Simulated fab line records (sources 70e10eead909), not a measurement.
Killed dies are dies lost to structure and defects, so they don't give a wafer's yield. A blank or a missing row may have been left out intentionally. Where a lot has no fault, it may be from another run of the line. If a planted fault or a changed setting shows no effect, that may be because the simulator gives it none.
fab line records    flow nand_harc
record: lots: 6  wafers: 18  last_day: 23
route steps=1159 shown A_STAIRCASE@573 END@1159
lots that met no fault: from a run of the same line without faults
start_h: hours from the record's first day to the start of the lot's first wafer shown    wait_h: hours since the lot's step before    " identical to the entry in the row above    L1.1+2: a single row standing in for several wafers    - no value, or no start was given    * or withheld: withheld    < > ~ a bound
route shown NAME@n: names a module that has steps shown in the file, with the first one's number in the route    usual: average and standard deviation across the fault-free wafers    same: alike in all rows    chamber/n: place in a boat    sites: readings site by site    _std_site: their standard deviation    _edge_site: the outer-site mean with the inner-site mean subtracted    radius_mm: how far each site lies from the wafer's centre    mask NAME#n: copy n    behind: the last tool/chamber to shape the wafer    hold: why the lot went on hold/how many hours it stayed there/how the hold came to an end    device: transistor that didn't switch, given as n, p or np    end of line: the tests these same wafers got at the end of their route    step lacking rows: just its recipe    killed: at the first sort, the dies lost to defects and structure; wafer yield is something else    map: a wafer's dies, x killed, . not, _ none there
set.NAME: the setting as run; set.NAME@STEP: as run at that earlier step    model.NAME: the simulator's own value behind a step, which no gauge read
certain route steps with their lots: each step a table, each wafer a row
services: from which hour (start_h, from the record's first day; less than 0 if before it) a tool's chamber was out of use, for how many hours, and why
== steps ==
step: NHARC_A_STAIRCASE_SOFTBAKE_179
recipe: temp_c: 135  time_s: 170
step: NHARC_A_STAIRCASE_EBR_180
step: NHARC_A_STAIRCASE_EXPOSE_181
recipe: na: 0.5  dose_mj: 27.87  mask_id: STAIR_2
step: NHARC_A_STAIRCASE_PEB_182
recipe: peb_temp_c: 115  peb_time_s: 130
step: NHARC_A_STAIRCASE_DEVELOP_183
recipe: time_s: 140
step: NHARC_A_STAIRCASE_HARDBAKE_185
recipe: temp_c: 120  time_s: 140
step: NHARC_A_STAIRCASE_DESCUM_186
recipe: time_s: 3  o2_flow_sccm: 200  ar_flow_sccm: 0  bias_power_w: 0  chemistry: O2
usual: drypump_motor_current_A: 5.7/0.44  oes_product_au: 1.004/0.013  rf_vpp_V: 57.9/0.89  showerhead_plenum_p_Torr: 1.94/0.071  throttle_valve_pct: 11.311/0.0096
lot.wafer  tool         chamber  start_h  wait_h  drypump_motor_current_A  oes_product_au  rf_hours_counter_h  rf_vpp_V  showerhead_plenum_p_Torr  throttle_valve_pct
L178.4     rie_diel-13  2        286.53   -       5.2                      1.031           0                   58.9      1.94                      11.312
L178.3     "            0        "        "       6.7                      1.018           0                   59.4      2.06                      11.304
L178.1     "            1        "        "       5.5                      1.008           0                   59.4      1.95                      11.314
L179.1     rie_diel-11  1        291.30   -       5.7                      0.984           36                  57.8      1.87                      11.327
L179.5     "            3        "        "       5.8                      0.975           -                   58.6      1.99                      11.310
L179.6     "            0        "        "       5.5                      1.002           -                   57.6      2.02                      11.300
L181.4     rie_diel-01  1        312.41   -       5.9                      1.004           58                  57.9      1.80                      11.292
L181.5     "            3        "        "       6.1                      0.999           -                   58.6      1.94                      11.321
L181.6     "            0        "        "       5.4                      0.986           -                   57.9      1.94                      11.315
L187.1     rie_diel-13  1        335.52   -       5.4                      1.004           19                  58.0      1.94                      11.300
L187.3     "            0        "        "       6.6                      1.011           18                  59.0      2.05                      11.316
L187.6     "            1        "        "       5.5                      0.998           -                   58.1      1.94                      11.324
L192.1     rie_diel-13  2        366.45   -       5.2                      1.013           31                  56.7      1.93                      11.304
L192.2     "            0        "        "       6.7                      1.029           30                  58.6      2.05                      11.320
L192.5     "            1        "        "       5.5                      1.013           -                   57.6      1.94                      11.305
L193.1     rie_diel-13  3        375.36   -       5.5                      0.994           36                  56.7      1.85                      11.309
L193.3     "            1        "        "       5.5                      1.008           36                  58.2      1.94                      11.294
L193.6     "            0        "        "       6.6                      1.020           -                   58.8      2.05                      11.330
step: NHARC_A_STAIRCASE_TRIM_187
recipe: time_s: 211.2  o2_flow_sccm: 500  ar_flow_sccm: 0  bias_w: 0  chemistry: O2
usual: chamber_pressure_mTorr: 60.00/0.051  drypump_motor_current_A: 5.7/0.44  oes_product_au: 1.003/0.012  rf_vpp_V: 57.9/0.86  showerhead_plenum_p_Torr: 3.57/0.12  throttle_valve_pct: 17.035/0.0088
same: bias_w: 0
lot.wafer  tool         chamber  start_h  wait_h  chamber_pressure_mTorr  drypump_motor_current_A  oes_product_au  rf_hours_counter_h  rf_vpp_V  showerhead_plenum_p_Torr  throttle_valve_pct
L178.3     rie_diel-13  3        286.62   0.1     59.93                   5.5                      1.000           0                   57.3      3.45                      17.041
L178.1     "            1        "        "       60.11                   5.5                      1.013           0                   59.1      3.59                      17.047
L178.4     "            2        "        "       60.04                   5.2                      1.022           0                   57.2      3.57                      17.033
L179.1     rie_diel-11  3        291.46   0.2     59.95                   5.8                      0.983           36                  59.3      3.66                      17.039
L179.6     "            0        "        "       59.96                   5.4                      1.008           -                   57.9      3.70                      17.032
L179.5     "            1        "        "       60.04                   5.8                      0.981           -                   57.3      3.45                      17.035
L181.4     rie_diel-01  0        312.53   0.1     60.06                   5.4                      0.992           59                  56.3      3.58                      17.018
L181.6     "            2        "        "       59.99                   5.8                      1.002           -                   58.0      3.70                      17.025
L181.5     "            3        "        "       60.03                   6.1                      1.012           -                   57.0      3.58                      17.054
L187.1     rie_diel-13  3        335.65   0.1     60.00                   5.5                      0.999           19                  57.2      3.44                      17.044
L187.3     "            2        "        "       60.12                   5.2                      1.016           20                  57.6      3.56                      17.036
L187.6     "            0        "        "       59.99                   6.7                      1.026           -                   58.0      3.76                      17.031
L192.2     rie_diel-13  3        366.53   0.1     59.98                   5.5                      1.001           31                  58.6      3.43                      17.024
L192.1     "            1        "        "       59.98                   5.5                      1.010           31                  58.6      3.57                      17.031
L192.5     "            3        "        "       59.95                   5.5                      1.000           -                   57.3      3.43                      17.031
L193.3     rie_diel-13  0        375.47   0.1     60.00                   6.7                      1.015           36                  58.8      3.75                      17.038
L193.1     "            1        "        "       60.04                   5.5                      1.006           36                  56.8      3.57                      17.033
L193.6     "            3        "        "       60.07                   5.5                      0.993           -                   56.7      3.43                      17.033
step: NHARC_A_STAIRCASE_ETCH_188
recipe: target_depth_a: 1000  time_s: 40.5  ion_energy_ev: 400  c4f8_flow_sccm: 20  o2_flow_sccm: 10  ar_flow_sccm: withheld  rf_w: 600  bias_w: 1000  chemistry: C4F8/O2
usual: bias_w: 999.9/2.9  oes_product_au: 0.940/0.016  rf_vpp_V: 897/4.4
lot.wafer  tool         chamber  start_h  wait_h  bias_w  oes_product_au  rf_hours_counter_h  rf_vpp_V
L178.1     rie_diel-13  1        -        -       995.0   0.962           0                   898
L178.3     "            2        "        "       998.3   0.967           0                   897
L178.4     "            0        "        "       999.5   0.957           1                   906
L179.1     rie_diel-11  2        -        -       994.8   0.924           39                  891
L179.6     "            1        "        "       1000.1  0.918           -                   894
L179.5     "            2        "        "       996.3   0.926           -                   891
L181.4     rie_diel-01  3        -        -       1001.5  0.926           62                  899
L181.5     "            1        "        "       993.0   0.934           -                   887
L181.6     "            2        "        "       998.6   0.951           -                   902
L187.1     rie_diel-13  0        -        -       998.2   0.941           19                  903
L187.3     "            2        "        "       1005.5  0.937           20                  898
L187.6     "            0        "        "       996.5   0.946           -                   904
L192.1     rie_diel-13  0        -        -       1001.5  0.977           31                  903
L192.2     "            2        "        "       1003.6  0.962           31                  898
L192.5     "            1        "        "       1001.2  0.953           -                   899
L193.1     rie_diel-13  1        -        -       1000.0  0.938           36                  898
L193.3     "            2        "        "       1000.2  0.948           36                  897
L193.6     "            2        "        "       1002.2  0.950           -                   898
step: NHARC_A_STAIRCASE_TRIM_189
recipe: time_s: 211.2  o2_flow_sccm: 500  ar_flow_sccm: 0  bias_w: 0  chemistry: O2
usual: chamber_pressure_mTorr: 60.00/0.051  drypump_motor_current_A: 5.7/0.43  oes_product_au: 1.004/0.012  rf_vpp_V: 58.0/0.87  showerhead_plenum_p_Torr: 3.57/0.12  throttle_valve_pct: 17.033/0.0094
same: bias_w: 0
lot.wafer  tool         chamber  start_h  wait_h  chamber_pressure_mTorr  drypump_motor_current_A  oes_product_au  rf_hours_counter_h  rf_vpp_V  showerhead_plenum_p_Torr  throttle_valve_pct
L178.4     rie_diel-13  2        -        -       60.00                   5.2                      1.018           1                   59.0      3.57                      17.049
L178.3     "            3        "        "       60.05                   5.5                      0.992           1                   57.3      3.45                      17.048
L178.1     "            1        "        "       59.88                   5.5                      0.995           0                   58.0      3.59                      17.025
L179.1     rie_diel-11  3        -        -       59.96                   5.8                      0.973           36                  59.1      3.66                      17.039
L179.5     "            2        "        "       59.96                   5.6                      0.984           -                   57.1      3.41                      17.045
L179.6     "            3        "        "       59.92                   5.8                      0.980           -                   58.2      3.66                      17.021
L181.4     rie_diel-01  0        -        -       60.00                   5.4                      0.988           59                  58.4      3.58                      17.036
L181.5     "            2        "        "       59.96                   5.8                      1.005           -                   58.0      3.70                      17.029
L181.6     "            3        "        "       60.03                   6.1                      1.003           -                   58.5      3.58                      17.032
L187.3     rie_diel-13  3        -        -       59.98                   5.5                      0.995           19                  59.2      3.44                      17.021
L187.1     "            2        "        "       59.90                   5.2                      1.009           20                  57.8      3.56                      17.016
L187.6     "            3        "        "       60.08                   5.5                      1.010           -                   59.2      3.44                      17.034
L192.2     rie_diel-13  1        -        -       59.98                   5.5                      1.002           31                  58.4      3.57                      17.046
L192.1     "            0        "        "       59.90                   6.7                      1.016           31                  59.5      3.76                      17.039
L192.5     "            1        "        "       60.02                   5.5                      1.012           -                   57.9      3.57                      17.036
L193.3     rie_diel-13  3        -        -       60.09                   5.5                      0.996           37                  58.1      3.43                      17.024
L193.1     "            1        "        "       60.02                   5.5                      0.999           36                  58.1      3.57                      17.025
L193.6     "            2        "        "       60.03                   5.2                      1.018           -                   57.7      3.55                      17.044
step: NHARC_A_STAIRCASE_ETCH_190
recipe: target_depth_a: 1000  time_s: 40.5  ion_energy_ev: 400  c4f8_flow_sccm: 20  o2_flow_sccm: 10  ar_flow_sccm: withheld  rf_w: 600  bias_w: 1000  chemistry: C4F8/O2
step: NHARC_A_STAIRCASE_TRIM_191
recipe: time_s: 211.2  o2_flow_sccm: 500  ar_flow_sccm: 0  bias_w: 0  chemistry: O2
usual: bias_w: 0/0  chamber_pressure_mTorr: 60.01/0.047  drypump_motor_current_A: 5.7/0.44  oes_product_au: 1.006/0.012  rf_vpp_V: 57.8/0.89  showerhead_plenum_p_Torr: 3.57/0.12  throttle_valve_pct: 17.036/0.0088
lot.wafer  tool         chamber  start_h  wait_h  bias_w  chamber_pressure_mTorr  drypump_motor_current_A  oes_product_au  rf_hours_counter_h  rf_vpp_V  showerhead_plenum_p_Torr  throttle_valve_pct
L178.1     rie_diel-13  2        287.10   -       0       60.04                   5.2                      1.031           1                   58.8      3.57                      17.027
L178.4     "            3        "        "       0       59.99                   5.5                      0.997           1                   57.2      3.45                      17.054
L178.3     "            0        "        "       0       59.98                   6.7                      1.017           1                   58.6      3.77                      17.050
L179.1     rie_diel-11  1        292.02   -       0       59.93                   5.8                      0.985           36                  57.7      3.45                      17.036
L179.5     "            0        "        "       0       60.02                   5.5                      1.002           -                   58.7      3.70                      17.042
L179.6     "            1        "        "       0       59.93                   5.8                      0.989           -                   57.0      3.45                      17.029
L181.4     rie_diel-01  2        313.36   -       0       60.06                   5.8                      1.010           61                  58.4      3.70                      17.029
L181.5     "            0        "        "       0       59.95                   5.4                      0.990           -                   57.8      3.58                      17.033
L181.6     "            1        "        "       0       60.06                   5.9                      1.004           -                   56.8      3.33                      17.026
L187.3     rie_diel-13  0        336.11   -       0       60.02                   6.7                      1.031           19                  57.1      3.76                      17.047
L187.1     "            1        "        "       0       59.96                   5.5                      1.009           19                  57.3      3.58                      17.046
L187.6     "            1        "        "       0       60.02                   5.5                      1.016           -                   55.5      3.58                      17.039
L192.2     rie_diel-13  0        367.01   -       -       -                       -                        -               -                   -         -                         -
L192.1     "            2        "        "       -       -                       -                        -               -                   -         -                         -
L192.5     "            0        "        "       -       -                       -                        -               -                   -         -                         -
L193.3     rie_diel-13  2        375.98   -       -       -                       -                        -               -                   -         -                         -
L193.1     "            3        "        "       -       -                       -                        -               -                   -         -                         -
L193.6     "            3        "        "       -       -                       -                        -               -                   -         -                         -
step: NHARC_A_STAIRCASE_ETCH_192
recipe: target_depth_a: 1000  time_s: 40.5  ion_energy_ev: 400  c4f8_flow_sccm: 20  o2_flow_sccm: 10  ar_flow_sccm: withheld  rf_w: 600  bias_w: 1000  chemistry: C4F8/O2
usual: bias_w: 1000/3.2  oes_product_au: 0.946/0.012  rf_vpp_V: 897/4.6
lot.wafer  tool         chamber  start_h  wait_h  bias_w  oes_product_au  rf_hours_counter_h  rf_vpp_V
L178.1     rie_diel-13  3        -        -       1003    0.946           1                   892
L178.4     "            0        "        "       1003    0.965           1                   904
L178.3     "            1        "        "       1000    0.950           1                   898
L179.1     rie_diel-11  2        -        -       999     0.936           39                  891
L179.5     "            1        "        "       1007    0.923           -                   894
L179.6     "            2        "        "       1000    0.935           -                   890
L181.4     rie_diel-01  2        -        -       999     0.957           61                  900
L181.5     "            0        "        "       1004    0.939           -                   898
L181.6     "            1        "        "       1004    0.950           -                   889
L187.3     rie_diel-13  1        -        -       1000    0.919           19                  898
L187.1     "            2        "        "       993     0.947           20                  896
L187.6     "            0        "        "       1002    0.948           -                   904
L192.1     rie_diel-13  0        -        -       997     0.959           31                  903
L192.2     "            1        "        "       1000    0.961           32                  898
L192.5     "            3        "        "       996     0.936           -                   892
L193.3     rie_diel-13  2        -        -       996     0.963           37                  897
L193.1     "            0        "        "       994     0.963           36                  906
L193.6     "            2        "        "       1004    0.961           -                   898
step: NHARC_END_SORT_01
recipe: temp_c: 25
usual: killed_at_array: 27/9.9  killed_at_other: 0.5/0.76  killed_at_periphery: 3.4/2.2  killed_dies: 31/10  killed_open: 3.3/2  killed_short: 2.0/1.5
same: gross_dies: 677
lot.wafer  tool       chamber  start_h  wait_h  killed_at_array  killed_at_other  killed_at_periphery  killed_dies  killed_open  killed_short
L192.1     prober-02  0        558.05   2.5     674              0                3                    677          5            1
L192.2     prober-02  0        558.86   2.8     668              1                8                    677          2            3
L192.5     prober-02  0        561.29   3.7     672              0                5                    677          3            1
L193.1     prober-01  0        558.06   2.5     674              1                2                    677          5            5
L193.3     prober-01  0        559.63   3.0     674              0                3                    677          2            0
L193.6     prober-01  0        561.98   3.9     672              0                5                    677          7            3
killed by level:class
L192.1 A_STAIRCASE:area_trim=624 A_SLIT:chamber_film_flake=29 A_CHANNEL_HOLE_D1:chamber_film_flake=4 A_WL_FILL:chamber_film_flake=4 A_CONTACT:chamber_film_flake=3 A_WL_FILL:geometric_particle:open=2 A_M1:chamber_film_flake=2 A_ONON_D1:geometric_particle:open=1
L193.1 A_STAIRCASE:area_trim=632 A_SLIT:chamber_film_flake=17 A_CHANNEL_HOLE_D1:chamber_film_flake=10 A_STAIRCASE:chamber_film_flake=4 A_ONON_D1:geometric_particle:short=2 A_CONTACT:chamber_film_flake=2 A_SOURCE_PLATE:geometric_particle:short=1 A_CHANNEL_FILL_D1:geometric_particle:open=1
L192.2 A_STAIRCASE:area_trim=637 A_SLIT:chamber_film_flake=15 A_CHANNEL_HOLE_D1:chamber_film_flake=9 P_M2:chamber_film_flake=5 A_CONTACT:chamber_film_flake=4 P_CONTACT:geometric_particle:open=2 P_STI:geometric_particle:short=1 A_WL_FILL:geometric_particle:short=1
L193.3 A_STAIRCASE:area_trim=644 A_SLIT:chamber_film_flake=19 A_CHANNEL_HOLE_D1:chamber_film_flake=6 A_STAIRCASE:chamber_film_flake=2 P_GATE:geometric_particle:open=1 A_BLC:geometric_particle:open=1 P_STI:chamber_film_flake=1 P_M2:chamber_film_flake=1
L192.5 A_STAIRCASE:area_trim=634 A_SLIT:chamber_film_flake=14 A_CHANNEL_HOLE_D1:chamber_film_flake=8 A_CONTACT:chamber_film_flake=5 A_WL_FILL:chamber_film_flake=4 P_M2:chamber_film_flake=3 A_M1:chamber_film_flake=2 A_STAIRCASE:chamber_film_flake=2
L193.6 A_STAIRCASE:area_trim=619 A_SLIT:chamber_film_flake=21 A_STAIRCASE:chamber_film_flake=12 A_CHANNEL_HOLE_D1:chamber_film_flake=8 A_CONTACT:chamber_film_flake=3 A_BLC:geometric_particle:open=2 P_GATE:chamber_film_flake=2 P_STI:geometric_particle:open=1
map L192.1 (x killed, . not)
____________x____________
_________xxxxxxx_________
_______xxxxxxxxxxx_______
______xxxxxxxxxxxxx______
_____xxxxxxxxxxxxxxx_____
____xxxxxxxxxxxxxxxxx____
____xxxxxxxxxxxxxxxxx____
___xxxxxxxxxxxxxxxxxxx___
___xxxxxxxxxxxxxxxxxxx___
__xxxxxxxxxxxxxxxxxxxxx__
__xxxxxxxxxxxxxxxxxxxxx__
_xxxxxxxxxxxxxxxxxxxxxxx_
_xxxxxxxxxxxxxxxxxxxxxxx_
_xxxxxxxxxxxxxxxxxxxxxxx_
_xxxxxxxxxxxxxxxxxxxxxxx_
_xxxxxxxxxxxxxxxxxxxxxxx_
xxxxxxxxxxxxxxxxxxxxxxxxx
xxxxxxxxxxxxxxxxxxxxxxxxx
xxxxxxxxxxxxxxxxxxxxxxxxx
xxxxxxxxxxxxxxxxxxxxxxxxx
xxxxxxxxxxxxxxxxxxxxxxxxx
_xxxxxxxxxxxxxxxxxxxxxxx_
_xxxxxxxxxxxxxxxxxxxxxxx_
_xxxxxxxxxxxxxxxxxxxxxxx_
_xxxxxxxxxxxxxxxxxxxxxxx_
_xxxxxxxxxxxxxxxxxxxxxxx_
__xxxxxxxxxxxxxxxxxxxxx__
__xxxxxxxxxxxxxxxxxxxxx__
___xxxxxxxxxxxxxxxxxxx___
___xxxxxxxxxxxxxxxxxxx___
____xxxxxxxxxxxxxxxxx____
____xxxxxxxxxxxxxxxxx____
_____xxxxxxxxxxxxxxx_____
______xxxxxxxxxxxxx______
_______xxxxxxxxxxx_______
_________xxxxxxx_________
____________x____________
map L193.1 (x killed, . not)
____________x____________
_________xxxxxxx_________
_______xxxxxxxxxxx_______
______xxxxxxxxxxxxx______
_____xxxxxxxxxxxxxxx_____
____xxxxxxxxxxxxxxxxx____
____xxxxxxxxxxxxxxxxx____
___xxxxxxxxxxxxxxxxxxx___
___xxxxxxxxxxxxxxxxxxx___
__xxxxxxxxxxxxxxxxxxxxx__
__xxxxxxxxxxxxxxxxxxxxx__
_xxxxxxxxxxxxxxxxxxxxxxx_
_xxxxxxxxxxxxxxxxxxxxxxx_
_xxxxxxxxxxxxxxxxxxxxxxx_
_xxxxxxxxxxxxxxxxxxxxxxx_
_xxxxxxxxxxxxxxxxxxxxxxx_
xxxxxxxxxxxxxxxxxxxxxxxxx
xxxxxxxxxxxxxxxxxxxxxxxxx
xxxxxxxxxxxxxxxxxxxxxxxxx
xxxxxxxxxxxxxxxxxxxxxxxxx
xxxxxxxxxxxxxxxxxxxxxxxxx
_xxxxxxxxxxxxxxxxxxxxxxx_
_xxxxxxxxxxxxxxxxxxxxxxx_
_xxxxxxxxxxxxxxxxxxxxxxx_
_xxxxxxxxxxxxxxxxxxxxxxx_
_xxxxxxxxxxxxxxxxxxxxxxx_
__xxxxxxxxxxxxxxxxxxxxx__
__xxxxxxxxxxxxxxxxxxxxx__
___xxxxxxxxxxxxxxxxxxx___
___xxxxxxxxxxxxxxxxxxx___
____xxxxxxxxxxxxxxxxx____
____xxxxxxxxxxxxxxxxx____
_____xxxxxxxxxxxxxxx_____
______xxxxxxxxxxxxx______
_______xxxxxxxxxxx_______
_________xxxxxxx_________
____________x____________
== services ==
tool         chamber  start_h  hours  kind
rie_diel-13  -        276.27   9.0    pm
rie_diel-13  0        276.27   9.0    vent_cycle
rie_diel-13  1        276.27   9.0    vent_cycle
rie_diel-13  2        276.27   9.0    vent_cycle
rie_diel-13  3        276.27   9.0    vent_cycle
rie_diel-13  0        285.27   -      clean
rie_diel-13  1        285.27   -      clean
rie_diel-13  1        285.27   -      consumable_replace:focus_ring
rie_diel-13  2        285.27   -      clean
rie_diel-13  3        285.27   -      clean
rie_diel-13  3        285.27   -      consumable_replace:focus_ring
rie_diel-01  2        296.42   3.8    repair
rie_diel-13  0        309.77   -      clean
rie_diel-13  1        309.77   -      clean
rie_diel-13  2        309.77   -      clean
rie_diel-13  3        309.77   -      clean
rie_diel-01  -        314.88   9.0    pm
rie_diel-13  0        334.27   -      clean
rie_diel-13  1        334.27   -      clean
rie_diel-13  2        334.27   -      clean
rie_diel-13  3        334.27   -      clean
rie_diel-13  0        358.82   -      clean
rie_diel-01  2        362.64   2.9    repair
rie_diel-11  -        366.50   9.0    pm
== key ==
first_sign: step: NHARC_A_STAIRCASE_TRIM_191  reading: tool_record  direction: missing
effect: step: NHARC_END_SORT_01  reading: killed_at_array  direction: up  sigmas: 65  usual: 27  struck: 672
more_kills_born_at: NHARC_A_STAIRCASE_TRIM_191@rie_diel-13: 3787
met_at NHARC_A_STAIRCASE_TRIM_191
struck_wafers L192.1,L192.2,L192.5,L193.1,L193.3,L193.6
later_rows_left_out L192.1,L192.2,L192.5,L193.1,L193.3,L193.6
tester_left_out L192,L193
onset_between 336.11 367.01
fault: kind: skipped_step_whole  tool: rie_diel-13  chamber: -  onset_h: 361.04  steps: NHARC_A_STAIRCASE_TRIM_191  scope: struck_lots_only
tester_left_out: of these lots the tester's yield and bins aren't shown, on N5 and GAA mostly nor the transistor test; their killed dies are dies lost to structure and defects alone, not to doping, threshold or leakage, so they don't give the yield
later_rows_left_out: the simulator's readings of these wafers behind a module that went badly wrong aren't trusted and aren't shown, but for the sort
